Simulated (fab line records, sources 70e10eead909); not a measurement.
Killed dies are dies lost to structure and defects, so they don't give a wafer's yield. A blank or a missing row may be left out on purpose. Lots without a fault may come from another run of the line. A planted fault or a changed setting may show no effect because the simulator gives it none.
Which tool did it? | flow nand_harc | 6 lots, 18 wafers sampled, at 5 steps of a route of 1159

WHAT THE GAUGES READ, wafer by wafer
NHARC_END_SORT_01.
lot  | measured     | on        | killed_at_array
L338 | day 20 17:33 | prober-01 | 21 16 19
L337 | day 21 11:04 | prober-02 | 21 35 24

WHICH TOOL RAN EACH LOT (tool, then ch and the chambers of the sampled wafers, then the start)
lot  | NHARC_A_SLIT_ETCH_24               | NHARC_A_WL_FILL_ETCHBACK_17       | NHARC_A_WL_FILL_CMP_12        | NHARC_A_CONTACT_DEP_29
L331 | rie_diel-03 ch 0,2,3, day 14 17:23 | rie_metal-02 ch 0, day 15 19:42   | cmp-02 ch 0,1,3, day 16 06:17 | pecvd-01 ch 0,1, day 16 09:37
L335 | rie_diel-10 ch 1,2, day 15 03:17   | rie_metal-02 ch 0,1, day 16 07:47 | cmp-02 ch 0,2,3, day 16 20:19 | pecvd-02 ch 0,1,2, day 17 00:23
L338 | rie_diel-03 ch 0,1,2, day 15 23:23 | rie_metal-02 ch 0,1, day 17 04:04 | cmp-03 ch 2,3, day 17 16:48   | pecvd-02 ch 0,1,2, day 17 20:15
L337 | rie_diel-11 ch 0,2,3, day 16 16:47 | rie_metal-01 ch 0,1, day 17 21:52 | cmp-01 ch 1,2,3, day 18 08:37 | pecvd-04 ch 0,1,2, day 18 13:16
L349 | rie_diel-10 ch 1,2, day 19 11:02   | rie_metal-01 ch 0,1, day 20 15:59 | cmp-01 ch 2,3, day 21 11:17   | pecvd-01 ch 0,2, day 21 16:28
L353 | rie_diel-10 ch 2,3, day 19 23:55   | rie_metal-01 ch 0,1, day 21 05:08 | cmp-03 ch 0,2,3, day 21 20:16 | pecvd-02 ch 1,2, day 21 23:38
- NHARC_A_SLIT_ETCH_24: etches the open film in CF4/CHF3, target depth 121 nm, time 60.5 s.
- NHARC_A_WL_FILL_ETCHBACK_17: etches the open film in Cl2/BCl3, target depth 4 nm, time 26.7 s.
- NHARC_A_WL_FILL_CMP_12: polishes, t overpolish 30 s, target thk 75 nm.
- NHARC_A_CONTACT_DEP_29: deposits SiON, target thk 70 nm.

THE ANSWER, worked out from the rows above alone
Rule: what is usual is taken from the lots themselves. Put in order of their means at a reading, lots are off if they are a third of the lots or fewer, leave a main group of 4 or more, and stand apart from it by a gap of 3 or more times the standard deviation of the main group's means; of several such gaps the widest counts. A main group whose means are all the same, to the digits that the tables above print for the reading, isn't used. A lot without any number at a reading at which 4 lots or more have one is off too. The other lots that the step has rows for count as sound.
No lot is off at any reading shown: from this, nothing can be told.

WHAT THE SIMULATOR HAD PUT IN
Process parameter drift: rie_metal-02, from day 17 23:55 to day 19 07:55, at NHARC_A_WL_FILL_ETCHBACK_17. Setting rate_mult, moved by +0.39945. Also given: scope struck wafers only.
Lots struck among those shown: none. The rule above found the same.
